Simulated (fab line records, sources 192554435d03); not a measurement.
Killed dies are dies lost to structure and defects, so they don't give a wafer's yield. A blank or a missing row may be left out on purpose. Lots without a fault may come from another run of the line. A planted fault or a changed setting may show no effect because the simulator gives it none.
One fault seen from 3 desks | flow n5_finfet | each desk has only its own numbers; what lay behind them comes last

THE TOOL OWNER'S DESK: rie_si-06
The tool's own readings at N5_FIN_CUT_CUT_ETCH_28 (etches Si in HBr/Cl2/O2, target depth 6 nm, time 2.4 s): means of the sampled wafers that have a number, for each lot that ran on this tool. A lot is out of limits, marked OUT, if its mean lies more than 4 standard deviations from the usual mean; the brackets give that distance.
Columns: A = drypump_motor_current_A at N5_FIN_CUT_CUT_ETCH_28, usual 5.6 A; B = he_backside_leak_sccm at N5_FIN_CUT_CUT_ETCH_28, usual 2.9 sccm; C = oes_product_au at N5_FIN_CUT_CUT_ETCH_28, usual 1.002 a.u.; D = throttle_valve_pct at N5_FIN_CUT_CUT_ETCH_28, usual 37.30 %
lot  | first seen here | A   | B   | C     | D
L216 | day 4 05:01     | 5.5 | 2.6 | 1.003 | 37.40
L217 | day 4 09:24     | 5.2 | 2.8 | 1.017 | 37.23
L218 | day 4 16:05     | 5.5 | 3.2 | 1.018 | 36.99
L219 | day 5 00:08     | 5.2 | 2.7 | 1.016 | 37.24
This desk's finding: nothing out of limits on any of the 4 lots.

THE METROLOGY DESK
What the gauges read, lot by lot, whatever tool the lot ran on: means of the sampled wafers that have a number. A lot is out of limits, marked OUT, if its mean lies more than 4 standard deviations from the usual mean; the brackets give that distance. Of its 10 readings 7 are shown: those that lie furthest out on some lot.
Columns: A = DIBL_P at N5_BEOL_M4_RC_MEAS_101, usual 36.2 mV/V; B = IOFF_N at N5_BEOL_M4_RC_MEAS_101, usual 0.16 nA/um; C = ION_N at N5_BEOL_M4_RC_MEAS_101, usual 673 uA/um; D = ION_P at N5_BEOL_M4_RC_MEAS_101, usual 462 uA/um; E = SS_N at N5_BEOL_M4_RC_MEAS_101, usual 71.4 mV/dec; F = SS_P at N5_BEOL_M4_RC_MEAS_101, usual 73.2 mV/dec; G = VT_P at N5_BEOL_M4_RC_MEAS_101, usual -251 mV
lot  | first seen here | A    | B    | C   | D   | E    | F    | G
L210 | day 8 05:38     | 36.7 | 0.15 | 672 | 468 | 71.5 | 73.4 | -249
L216 | day 10 03:10    | 36.3 | 0.18 | 678 | 468 | 71.4 | 72.9 | -247
L217 | day 10 17:47    | 37.4 | 0.16 | 668 | 463 | 71.7 | 73.6 | -249
L218 | day 10 21:46    | 37.8 | 0.19 | 674 | 459 | 71.6 | 73.1 | -252
L219 | day 11 00:08    | 36.6 | 0.17 | 682 | 467 | 71.4 | 73.5 | -250
L230 | day 13 16:05    | 33.9 | 0.13 | 661 | 461 | 70.5 | 72.3 | -251
L231 | day 13 17:56    | 37.3 | 0.17 | 680 | 452 | 71.6 | 73.5 | -256
This desk's finding: nothing out of limits on any of the 7 lots.

THE DEFECT DESK
What the inspections along the route counted, lot by lot: means of the sampled wafers that have a number. A lot is out of limits, marked OUT, if its mean lies more than 4 standard deviations from the usual mean; the brackets give that distance.
Columns: A = raw_defect_count at N5_FIN_CUT_INSPECT_10, usual 41
lot  | first seen here | A
L210 | day 2 14:34     | 47
L216 | day 4 04:05     | 37
L217 | day 4 08:41     | 52
L218 | day 4 15:22     | 37
L219 | day 4 23:25     | 44
L230 | day 7 14:49     | 36
L231 | day 7 21:02     | 41
This desk's finding: nothing out of limits on any of the 7 lots.

PUT TOGETHER
The tool owner's desk saw nothing out of limits.
The metrology desk saw nothing out of limits.
The defect desk saw nothing out of limits.

WHAT THE SIMULATOR HAD PUT IN
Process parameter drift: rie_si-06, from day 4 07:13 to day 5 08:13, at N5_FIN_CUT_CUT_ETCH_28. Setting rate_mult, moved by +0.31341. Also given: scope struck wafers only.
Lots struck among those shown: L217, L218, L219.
